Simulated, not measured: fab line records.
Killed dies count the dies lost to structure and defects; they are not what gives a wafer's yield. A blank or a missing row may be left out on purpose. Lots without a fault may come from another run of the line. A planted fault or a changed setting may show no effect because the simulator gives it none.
8D (eight disciplines) problem report, filled in by code / flow n5Finfet / the parts of the form that need people (team, actions taken, sign-off) are left out

1. WHAT IS WRONG
Wafers without a fault read 341.8 W, standard deviation 1.3; rfFwdPowerW at N5_BEOL_M7_VIA_ETCH_34 reads a mean of 260.0 W on 6 wafers belonging to 2 lots. That puts it -63 standard deviations away from the usual mean.
The step: etches SiCOH lowk in C4F6/O2, target depth 125.5 nm, time 50.5 s.
Seen first at day 10 23:09 on rieDiel-06, wafer L699.1. Wafers with a number at this step in the record: 30, from 10 lots. The rule behind "out" and "out of limits": a value lying over 4 standard deviations away from the usual mean. All remaining wafers that have a number are taken as sound.

2. WHAT THIS IS AND IS NOT
question=which readings at this step | is=rfFwdPowerW, rfVppV | is not=O2_flow_sccm, drypumpMotorCurrentA, oesProductAu, showerheadPlenumPTorr, throttleValvePct
question=which lots | is=L699, L701 | is not=L695, L697, L698, L709, L710, L712, L713, L714
question=which wafers of those lots | is=all that have a number | is not=-
question=read on which tools | is=rieDiel-06 | is not=rieDiel-02, rieDiel-04
question=when | is=from day 10 23:09 | is not=up to then (9 sound wafers); but 15 sound wafers of L709, L710, L712, L713, L714 came after

3. WHAT RULES OUT EACH SUSPECT
Counting: a tool stays on the suspect list if, at a process step up to the reading, it processed all lots that are out and no sound lot following the first of them.
- rieDiel-06 at N5_BEOL_M7_ETCH_72 (etches underlayer in N2/H2, target depth 6.5 nm, time 5.2 s): ruled out as a lasting fault. Sound lots L712, L713 ran on it after its first lot that is out, L699 (day 10 23:01).
- rieDiel-06 at N5_BEOL_M7_VIA_ETCH_34 (etches SiCOH lowk in C4F6/O2, target depth 125.5 nm, time 50.5 s): ruled out as a lasting fault. Sound lots L712, L713 ran on it after its first lot that is out, L699 (day 10 23:09).
Left after counting: nothing in the record.

4. THE CAUSE (what the simulator had put in)
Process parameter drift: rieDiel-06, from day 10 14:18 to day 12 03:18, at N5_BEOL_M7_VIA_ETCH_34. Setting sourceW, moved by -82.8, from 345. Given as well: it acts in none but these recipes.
Counting ruled it out, wrongly.

5. THE CHAIN OF EFFECTS, in route order
Rows list readings where the struck wafers' mean (over those with a number) sits beyond 3 standard deviations from the usual. Scope: only readings with a usual standard deviation given in the record; hours: median across lots of the time from each lot's start at the first step in this table that gives one to its start at this step; sigmas: change in usual standard deviations.
hours=0; step=N5_BEOL_M7_VIA_ETCH_34; reading=oes_f_703_au; usual=0.78 a.u.; on struck wafers=0.52; change=-0.26; sigmas=-3.9
hours=0; step=N5_BEOL_M7_VIA_ETCH_34; reading=oes_o_777_au; usual=0.78 a.u.; on struck wafers=0.55; change=-0.23; sigmas=-3.5
hours=0; step=N5_BEOL_M7_VIA_ETCH_34; reading=rfFwdPowerW; usual=341.8 W; on struck wafers=260.0; change=-81.8; sigmas=-63
hours=0; step=N5_BEOL_M7_VIA_ETCH_34; reading=rfVppV; usual=659 V; on struck wafers=762; change=+103; sigmas=+9.3
Process steps it contains:
- N5_BEOL_M7_VIA_ETCH_34: etches SiCOH lowk in C4F6/O2, target depth 125.5 nm, time 50.5 s.
Later steps that measure or inspect, where all struck wafers having a row at the step show a number for every such reading and not one has moved that far: N5_BEOL_M7_CD_MEAS_35.

6. WHAT WOULD HAVE CAUGHT IT SOONER
The fault began at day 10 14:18; the first out-of-limits reading in this record came at day 10 23:09, 9 hours later.
